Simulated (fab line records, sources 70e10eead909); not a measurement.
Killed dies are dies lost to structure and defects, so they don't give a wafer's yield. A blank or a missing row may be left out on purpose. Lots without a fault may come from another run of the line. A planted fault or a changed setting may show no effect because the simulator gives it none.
A struck lot beside a sound one | flow nand_harc | 25 steps out of a route of 1302
Sound: wafers L648.4, L648.5, L648.6. Struck: wafers L659.3, L659.4, L659.5. The cause comes at the end.
At each step with rows: each side's tool, then ch and its chambers, then its first start. Under that, the readings that differ: sound wafers | struck wafers | difference of the means | sigmas: that difference in standard deviations of wafers without a fault.
alike: readings whose means differ by less than 2 such deviations, and words and numbers that are the same on both sides. not compared: withheld readings, readings that some wafer has no value for, bounds like >300 that may hide the same value, and numbers for which the record gives no deviation and whose values overlap.
The two part at a step that has a row with sigmas, a row that says differs or no value, or rows on one side only. Numbers that don't overlap but have no deviation are shown without sigmas and don't part them. A reading that every wafer of one side lacks parts them only if that side has two wafers or more.

NHARC_P_ZERO_WELL_INSPECT_43:
  sound on defect_inspect-02, day 4 15:43; struck on defect_inspect-02, day 9 05:32
  alike: raw_defect_count
then, 11 steps without rows for these wafers: NHARC_P_STI_ETCH_26 (etches SiO2 in dHF, target depth 11 nm); NHARC_P_STI_PRECLEAN_27 (cleans in SC1); NHARC_P_STI_SRD_28; NHARC_P_STI_OXIDE_29 (material SiO2, target thk 10 nm, ox time 1362 s); NHARC_P_STI_HM_DEP_30 (deposits Si3N4, target thk 80 nm, time 873 s); NHARC_P_STI_DEHYDRATE_01 (time 120 s); NHARC_P_STI_HMDS_02 (time 30 s); NHARC_P_STI_COAT_41 (time 65 s); NHARC_P_STI_COAT_03 (resist thk 600 nm); NHARC_P_STI_SOFTBAKE_04 (time 70 s); NHARC_P_STI_EBR_05.
NHARC_P_STI_EXPOSE_06: exposes mask P STI, target cd 200 nm.
  sound on krf_scanner-04 ch 0, day 5 06:58; struck on krf_scanner-02 ch 0, day 9 20:20
  reading              | sound             | struck            | difference | sigmas
  exposure_dose_mJ_cm2 | 37.96 37.99 38.06 | 38.95 38.98 38.94 | +0.95      | +6
  alike: mask
then, 2 steps without rows for these wafers: NHARC_P_STI_PEB_07 (peb time 80 s); NHARC_P_STI_DEVELOP_08 (time 50 s).
NHARC_P_STI_CD_MEAS_09: target cd 200 nm.
  sound on cd_sem-02 ch 0, day 5 07:07; struck on cd_sem-03 ch 0, day 9 20:29
  reading    | sound             | struck            | difference | sigmas
  cd_nm (nm) | 199.7 198.8 202.2 | 211.0 210.5 207.0 | +9.3       | +3
NHARC_P_STI_OVL_MEAS_10:
  sound on overlay-02, day 5 07:12; struck on overlay-02, day 9 20:34
  alike: overlay_x_nm, overlay_y_nm
NHARC_P_STI_INSPECT_11:
  sound on defect_inspect-01, day 5 07:14; struck on defect_inspect-02, day 9 20:36
  alike: raw_defect_count
then, 1 step without rows for these wafers: NHARC_P_STI_HARDBAKE_13 (time 65 s).
NHARC_P_STI_DESCUM_14: chemistry O2, time 3 s.
  sound on rie_diel-10 ch 1,2,3, day 5 07:23; struck on rie_diel-07 ch 0,1,2, day 9 20:45
  reading                | sound             | struck            | difference | sigmas
  model.P_STI.cd_nm (nm) | 199.9 198.9 202.4 | 211.5 211.8 205.8 | +9.3       |
  alike: drypump_motor_current_A, oes_product_au, rf_vpp_V, showerhead_plenum_p_Torr, throttle_valve_pct
  not compared: rf_hours_counter_h
NHARC_P_STI_ETCH_42: etches the open film in N2/H2, target depth 80 nm, overetch 24 nm, time 61 s.
  sound on rie_diel-10 ch 0,1,2, day 5 07:28; struck on rie_diel-07 ch 1,2,3, day 9 20:49
  alike: bias_w, drypump_motor_current_A, oes_product_au, rf_vpp_V, showerhead_plenum_p_Torr, throttle_valve_pct
  not compared: rf_hours_counter_h
NHARC_P_STI_ETCH_31: etches the open film in CF4/CHF3, target depth 108.9 nm, time 54.5 s.
  sound on rie_diel-10 ch 1,2,3; struck on rie_diel-07 ch 0,1
  reading    | sound             | struck            | difference | sigmas
  bias_w (W) | 198.2 199.0 199.8 | 201.0 200.9 200.4 | +1.8       | +3
  alike: drypump_motor_current_A, oes_product_au, rf_vpp_V, showerhead_plenum_p_Torr, throttle_valve_pct
  not compared: rf_hours_counter_h
NHARC_P_STI_ETCH_15: etches the open film in HBr/Cl2, target depth 300 nm, time 100.1 s.
  sound on rie_si-05 ch 0,2,3, day 5 07:40; struck on rie_si-01 ch 0,1,3, day 9 21:01
  reading                | sound             | struck          | difference | sigmas
  model.P_STI.cd_nm (nm) | 199.4 198.4 201.1 | 212.5 211 206.4 | +10.3      |
  alike: bias_w, drypump_motor_current_A, he_backside_leak_sccm, oes_product_au, throttle_valve_pct
  not compared: rf_hours_counter_h
NHARC_P_STI_CD_MEAS_16:
  sound on cd_sem-03, day 5 07:49; struck on cd_sem-03, day 9 21:11
  reading    | sound       | struck      | difference | sigmas
  cd_nm (nm) | 199 199 201 | 213 211 206 | +10        | +3
-- the record jumps here: 22 days lie between the struck wafers' starts before and after (it left off in module P_STI and takes up again in module END, whose first step shown is number 1302 of the route) --
NHARC_END_SORT_01:
  the record has rows for the struck wafers here (prober-02 ch 0, day 31 11:38) and none for the sound ones

WHERE THEY PART
First at NHARC_P_STI_EXPOSE_06; last, within this record, at NHARC_END_SORT_01.

WHY: what the simulator had put in
Process parameter drift: krf_scanner-02, from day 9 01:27 on, at NHARC_P_STI_EXPOSE_06. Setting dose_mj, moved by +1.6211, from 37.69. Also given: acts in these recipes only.
